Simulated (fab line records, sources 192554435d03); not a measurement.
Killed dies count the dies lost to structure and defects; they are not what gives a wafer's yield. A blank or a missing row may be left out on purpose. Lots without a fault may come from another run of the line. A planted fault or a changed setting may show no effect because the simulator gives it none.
Chamber matching | flow n5 finfet | N5_BEOL_M7_CURE_75 on uv cure-01 has 3 sister chambers
The step cures SiCOH lowk, time 120 s. 14 wafers are shown with their chamber, then 7 later ones without.

== WAFERS, EACH WITH ITS CHAMBER ==
wafer  | chamber | lamp power pct (%) | wafer_temp_C_max
L075.1 | 1       | 52.27              | 371.4
L075.4 | 1       | 52.28              | 371.0
L075.5 | 1       | 52.28              | 371.1
L085.2 | 2       | 52.44              | 371.5
L085.5 | 2       | 52.41              | 371.2
L085.6 | 2       | 52.33              | 371.0
L087.2 | 2       | 52.33              | 371.1
L087.4 | 2       | 52.40              | 371.1
L087.6 | 2       | 52.24              | 371.7
L091.4 | 2       | 52.27              | 371.4
L091.5 | 2       | 52.24              | 370.8
L091.6 | 2       | 52.35              | 371.3
L092.1 | 0       | 52.32              | 371.1
L092.2 | 0       | 52.36              | 371.4

SIGNATURES, as means of the wafers listed above
reading          | chamber 0 | chamber 1 | chamber 2 | scatter within a chamber
lamp power pct   | 52.3400   | 52.2767   | 52.3344   | 0.0635
wafer_temp_C_max | 371.250   | 371.167   | 371.233   | 0.258
Rule: a wafer's distance from a chamber is the root of the sum, over the readings, of the square of ((its reading less the chamber's mean) divided by the reading's scatter). If the next closest chamber is less than 2 further off than the closest, the wafer can't be placed; otherwise it belongs to the closest. How the scatter is found: for the shown wafers, subtract from each reading the mean of its chamber, square and add these, divide the total by (wafers less chambers), then take the root.

== WAFERS WITHOUT THEIR CHAMBER ==
wafer  | lamp power pct (%) | wafer_temp_C_max
L092.4 | 52.30              | 371.4
L095.2 | 52.44              | 370.9
L095.4 | 52.28              | 371.0
L095.5 | 52.19              | 371.4
L096.1 | 52.37              | 371.4
L096.4 | 52.38              | 370.7
L096.5 | 52.36              | 371.4

== WHICH CHAMBER EACH ONE RAN IN ==
wafer  | from the rows above          | in truth
L092.4 | can't be placed: 2 or 0 or 1 | 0
L095.2 | can't be placed: 0 or 2 or 1 | 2
L095.4 | can't be placed: 1 or 2 or 0 | 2
L095.5 | can't be placed: 1 or 2 or 0 | 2
L096.1 | can't be placed: 0 or 2 or 1 | 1
L096.4 | can't be placed: 2 or 0 or 1 | 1
L096.5 | can't be placed: 0 or 2 or 1 | 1
Correctly placed: 0 of 7. These rows do not allow placing 7 (true chamber among the candidates in 7). 0 placed wrongly.
